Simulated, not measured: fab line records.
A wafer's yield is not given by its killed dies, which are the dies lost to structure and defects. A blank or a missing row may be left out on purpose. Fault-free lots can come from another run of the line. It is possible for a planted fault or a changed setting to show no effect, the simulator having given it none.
8D (eight disciplines) problem report, filled in by code :: flow n5_finfet :: the parts of the form that need people (team, actions taken, sign-off) are left out

1. WHAT WENT WRONG
rf_fwd_power_W at N5_BEOL_M11_VIA_ETCH_34 reads a mean of 425.2 W on 6 wafers of 2 lots; wafers without a fault read 341.8 W with a standard deviation of 1.6. Measured from the usual mean, that is +52 standard deviations.
The step: etches SiCOH lowk in C4F6/O2, target depth 184.5 nm, time 69.2 s.
Earliest sighting: wafer L198.2 on rie_diel-05 at day 12 10:17. At this step, 18 wafers from 6 lots have a number in the record. Rule for "out", or "out of limits": more than 4 standard deviations from the usual mean. The rest of the wafers with a number are treated as sound.

2. WHAT IT IS, AND WHAT IT ISN'T
question: which readings at this step
is: rf_fwd_power_W, rf_vpp_V
is not: drypump_motor_current_A, oes_product_au, showerhead_plenum_p_Torr, throttle_valve_pct

question: which lots
is: L198, L200
is not: L191, L206, L207, L214

question: which wafers of those lots
is: all that have a number
is not: -

question: read on which tools
is: rie_diel-05
is not: rie_diel-02, rie_diel-04

question: when
is: from day 12 10:17
is not: up to then (3 sound wafers); but 9 sound wafers of L206, L207, L214 came after

3. THE SUSPECTS, EACH WITH WHAT RULES IT OUT
Counting: a tool stays on the suspect list if, at a process step up to the reading, it processed all lots that are out and no sound lot following the first of them.
- rie_diel-05 at N5_BEOL_M11_DESCUM_33 (chemistry O2, time 7.9 s): ruled out as a lasting fault. After its first lot that is out, L198 (day 12 10:05), sound lots L214 ran on it.
- rie_diel-05 at N5_BEOL_M11_ETCH_65 (etches SiARC in CF4, target depth 39 nm, time 65 s): ruled out as a lasting fault. After its first lot that is out, L198 (day 12 10:07), sound lots L214 ran on it.
- rie_diel-05 at N5_BEOL_M11_ETCH_66 (etches SOC in N2/H2, target depth 120 nm, overetch 24 nm, time 180 s): ruled out as a lasting fault. After its first lot that is out, L198 (day 12 10:10), sound lots L214 ran on it.
- rie_diel-05 at N5_BEOL_M11_VIA_ETCH_34 (etches SiCOH lowk in C4F6/O2, target depth 184.5 nm, time 69.2 s): ruled out as a lasting fault. After its first lot that is out, L198 (day 12 10:17), sound lots L214 ran on it.
Left after counting: nothing in the record.

4. THE CAUSE (what the simulator had put in)
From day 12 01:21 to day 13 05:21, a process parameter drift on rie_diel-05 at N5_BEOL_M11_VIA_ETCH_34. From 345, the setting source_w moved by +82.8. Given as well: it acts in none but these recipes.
Counting ruled it out, wrongly.

5. THE CHAIN OF EFFECTS, in route order
One row per reading whose mean, taken over the struck wafers that have a number, lies over 3 standard deviations from the usual. Only readings for which the record gives a usual standard deviation are gone through. hours: the time from each lot's start at the first step in this table that gives one to its start at this step, as a median over the lots. sigmas: the change in usual standard deviations.
hours: 0
step: N5_BEOL_M11_VIA_ETCH_34
reading: rf_fwd_power_W
usual: 341.8 W
on struck wafers: 425.2
change: +83.4
sigmas: +52

hours: 0
step: N5_BEOL_M11_VIA_ETCH_34
reading: rf_vpp_V
usual: 658 V
on struck wafers: 586
change: -72
sigmas: -7.9
Here are the process steps it includes:
- N5_BEOL_M11_VIA_ETCH_34: etches SiCOH lowk in C4F6/O2, target depth 184.5 nm, time 69.2 s.

6. WHAT WOULD HAVE CAUGHT IT SOONER
In this record the first reading out of limits was taken at day 12 10:17, 9 hours after the fault began at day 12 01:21.
